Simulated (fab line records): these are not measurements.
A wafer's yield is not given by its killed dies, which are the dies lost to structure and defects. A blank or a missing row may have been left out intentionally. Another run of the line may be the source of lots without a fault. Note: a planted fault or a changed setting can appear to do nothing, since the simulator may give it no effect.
Which of the tools did it?	flow nand harc	13 lots with 37 wafers sampled at 5 steps, on a route of 1302 steps

## WHAT THE GAUGES READ, wafer by wafer
NHARC_END_SORT_01. Usual: killed at array 59, standard deviation 20; killed at other 0.8, standard deviation 1; killed at periphery 3.2, standard deviation 2.1; killed dies 63, standard deviation 21; killed open 3.0, standard deviation 1.9; killed short 2.3, standard deviation 1.5.
lot	measured	on	killed at array	killed at other	killed at periphery	killed dies	killed open	killed short	flag
L855	day 29 22:28	prober-01	59 65 70	0 0 0	3 3 0	62 68 70	2 5 0	0 1 2	
L853	day 29 13:53	prober-01	65 51	0 2	4 7	69 60	5 2	4 1	

## WHICH TOOL RAN EACH LOT (tool, then ch and the chambers of the sampled wafers, then the start)
lot	NHARC_A_CHANNEL_HOLE_D2_ETCH_38	NHARC_A_CHANNEL_FILL_D2_ALD_14	NHARC_A_CHANNEL_FILL_D2_ALD_15	NHARC_A_CHANNEL_FILL_D2_ETCHBACK_08
L844	rie diel-01 ch 0,1,2, day 14 16:59	ald hk-04 ch 1,2,3, day 15 07:21	ald sin batch-01 ch 0, day 16 22:37 or earlier	rie diel-11 ch 0,1, day 16 22:37
L847	rie diel-02 ch 0,1,3, day 15 13:08	ald hk-01 ch 0,2,3, day 16 03:38	ald sin batch-02 ch 0, day 17 15:29 or earlier	rie diel-11 ch 2,3, day 17 15:29
L848	rie diel-01 ch 1,3, day 15 20:53	ald hk-04 ch 1,2, day 16 12:02	ald sin batch-02 ch 0, day 16 15:18	rie diel-11 ch 0,3, day 17 22:47
L849	rie diel-01 ch 1,2,3, day 16 08:36	ald hk-01 ch 1,3, day 16 23:02	ald sin batch-02 ch 0, day 18 09:23 or earlier	rie diel-11 ch 0,1, day 18 09:23
L855	rie diel-01 ch 0,1,2, day 18 01:44	ald hk-01 ch 0,2, day 18 15:50	ald sin batch-01 ch 0, day 20 02:44 or earlier	rie diel-12 ch 1,2, day 20 02:44
L853	rie diel-02 ch 0,1, day 18 02:42	ald hk-02 ch 2,3, day 18 15:48	ald sin batch-01 ch 0, day 20 02:46 or earlier	rie diel-11 ch 2, day 20 02:46
L854	rie diel-06 ch 1,2, day 18 09:44	ald hk-04 ch 1,3, day 18 23:50	ald sin batch-02 ch 0, day 20 11:04 or earlier	rie diel-11 ch 0,1, day 20 11:04
L857	rie diel-02 ch 2,3, day 18 21:37	ald hk-02 ch 0,1,2, day 19 11:59	ald sin batch-01 ch 0, day 21 00:31 or earlier	rie diel-12 ch 0,1,3, day 21 00:31
L860	rie diel-01 ch 1,2, day 20 05:04	ald hk-04 ch 1,2,3, day 20 19:05	ald sin batch-03 ch 0, day 22 06:22 or earlier	rie diel-12 ch 0,2, day 22 06:22
L861	rie diel-01 ch 0,1,2, day 21 11:10	ald hk-02 ch 0,1,3, day 22 01:27	ald sin batch-03 ch 0, day 23 11:32 or earlier	rie diel-05 ch 0,1,2, day 23 11:32
L862	rie diel-01 ch 0,2,3, day 21 19:56	ald hk-04 ch 1,2,3, day 22 11:37	ald sin batch-02 ch 0, day 23 22:50 or earlier	rie diel-11 ch 0,2,3, day 23 22:50
L863	rie diel-01 ch 0,3, day 21 21:48	ald hk-01 ch 0,2,3, day 22 11:34	ald sin batch-02 ch 0, day 24 02:41 or earlier	rie diel-11 ch 0,1,3, day 24 02:41
L865	rie diel-02 ch 0,1,3, day 22 07:08	ald hk-02 ch 0,1,2, day 23 03:58	ald sin batch-01 ch 0, day 24 15:08 or earlier	rie diel-12 ch 0,2, day 24 15:08
- NHARC_A_CHANNEL_HOLE_D2_ETCH_38: etches the open film in CF4, target depth 39 nm, time 65 s.
- NHARC_A_CHANNEL_FILL_D2_ALD_14: deposits SiO2, target thk 2.5 nm, pulse time 10 s, ald cycles 25.
- NHARC_A_CHANNEL_FILL_D2_ALD_15: deposits SiNx, target thk 2 nm, pulse time 60 s, ald cycles 19.
- NHARC_A_CHANNEL_FILL_D2_ETCHBACK_08: etches the open film in C4F8, target depth 220 nm, time 110 s.

## WHAT THE TOOLS THEMSELVES READ (means of the sampled wafers that have a number; where no wafer has one, the mark that the record gives instead)
NHARC_A_CHANNEL_HOLE_D2_ETCH_38. Usual: drypump motor current A 5.9 A, standard deviation 0.41; oes product au 0.999 a.u., standard deviation 0.0093; rf vpp V 151.3 V, standard deviation 1.1; showerhead plenum p Torr 1.77 Torr, standard deviation 0.066; throttle valve pct 13.284 %, standard deviation 0.0099.
lot	tool	drypump motor current A (A)	oes product au (a.u.)	rf vpp V (V)	showerhead plenum p Torr (Torr)	throttle valve pct (%)	flag
L844	rie diel-01	5.8	1.008	151.4	1.79	13.285	
L847	rie diel-02	5.7	0.997	151.5	1.83	13.285	
L848	rie diel-01	6.2	0.998	150.6	1.72	13.292	
L849	rie diel-01	5.8	0.996	151.1	1.73	13.286	
L855	rie diel-01	5.8	0.990	151.8	1.79	13.281	
L853	rie diel-02	5.7	0.995	152.6	1.85	13.281	
L854	rie diel-06	6.0	0.994	150.1	1.71	13.282	
L857	rie diel-02	5.8	1.004	150.7	1.77	13.290	
L860	rie diel-01	5.4	1.000	150.8	1.75	13.285	
L861	rie diel-01	5.8	1.002	151.5	1.79	13.285	
L862	rie diel-01	6.1	1.007	151.2	1.79	13.285	
L863	rie diel-01	6.5	0.998	151.8	1.77	13.287	
L865	rie diel-02	5.7	0.996	151.8	1.83	13.281	

NHARC_A_CHANNEL_FILL_D2_ALD_14. Usual: heater power w 454 W, standard deviation 55; precursor pulse height rel 1.000, standard deviation 0.022.
lot	tool	heater power w (W)	precursor pulse height rel	flag
L844	ald hk-04	472	1.016	
L847	ald hk-01	403	1.020	
L848	ald hk-04	493	1.005	
L849	ald hk-01	387	1.018	
L855	ald hk-01	420	1.003	
L853	ald hk-02	431	0.997	
L854	ald hk-04	456	1.000	
L857	ald hk-02	446	0.999	
L860	ald hk-04	472	0.997	
L861	ald hk-02	464	0.970	
L862	ald hk-04	474	1.022	
L863	ald hk-01	408	1.001	
L865	ald hk-02	452	1.007	

NHARC_A_CHANNEL_FILL_D2_ALD_15. Usual: precursor pulse height rel at 1.002, with a standard deviation of 0.021.
lot	tool	precursor pulse height rel	flag
L844	ald sin batch-01	1.013	
L847	ald sin batch-02	0.987	
L848	ald sin batch-02	1.002	
L849	ald sin batch-02	0.986	
L855	ald sin batch-01	1.029	
L853	ald sin batch-01	1.005	
L854	ald sin batch-02	1.003	
L857	ald sin batch-01	0.989	
L860	ald sin batch-03	0.979	
L861	ald sin batch-03	1.000	
L862	ald sin batch-02	1.006	
L863	ald sin batch-02	0.997	
L865	ald sin batch-01	1.008	

NHARC_A_CHANNEL_FILL_D2_ETCHBACK_08. Usual: oes product au 0.96 a.u., standard deviation 0.033; rf vpp V 439.1 V, standard deviation 1.8; run length s 131.4 s, standard deviation 0.4.
lot	tool	oes product au (a.u.)	rf vpp V (V)	run length s (s)	flag
L844	rie diel-11	1.00	439.2	131.6	
L847	rie diel-11	0.98	439.6	131.9	
L848	rie diel-11	0.98	439.2	131.4	
L849	rie diel-11	0.94	438.9	131.7	
L855	rie diel-12	0.99	437.3	131.2	
L853	rie diel-11	1.00	440.0	140.2	OFF
L854	rie diel-11	0.92	439.8	140.1	OFF
L857	rie diel-12	0.93	438.5	131.3	
L860	rie diel-12	0.97	439.5	131.3	
L861	rie diel-05	0.93	441.0	131.0	
L862	rie diel-11	0.92	439.3	131.5	
L863	rie diel-11	1.00	439.5	131.6	
L865	rie diel-12	0.93	437.8	131.4	

## THE ANSWER, worked out from the rows above alone
Rule: a lot counts as off when the mean over its wafers that have a number is more than 3 standard deviations away from the usual mean. Also off: a lot with no number at a reading for which 4 or more lots have one. The other lots that the step has rows for count as sound. After the gauges, taken in route order, come the tools' own readings; for these a lot's mean is taken, as printed above. The first step at which some lot is off is used, and at that step the reading that is off furthest; a lot without a number counts as furthest.
Off at NHARC_A_CHANNEL_FILL_D2_ETCHBACK_08 (run length s): L853, L854.
If a tool, at that step or one of the process steps before it, ran each lot that is off and ran no sound lot following the first of them, it fits. With no start given for some of its lots, NHARC_A_CHANNEL_FILL_D2_ALD_15 uses the hours and lot order of NHARC_A_CHANNEL_FILL_D2_ETCHBACK_08. None of those tried fits.

## WHAT THE SIMULATOR PUT IN
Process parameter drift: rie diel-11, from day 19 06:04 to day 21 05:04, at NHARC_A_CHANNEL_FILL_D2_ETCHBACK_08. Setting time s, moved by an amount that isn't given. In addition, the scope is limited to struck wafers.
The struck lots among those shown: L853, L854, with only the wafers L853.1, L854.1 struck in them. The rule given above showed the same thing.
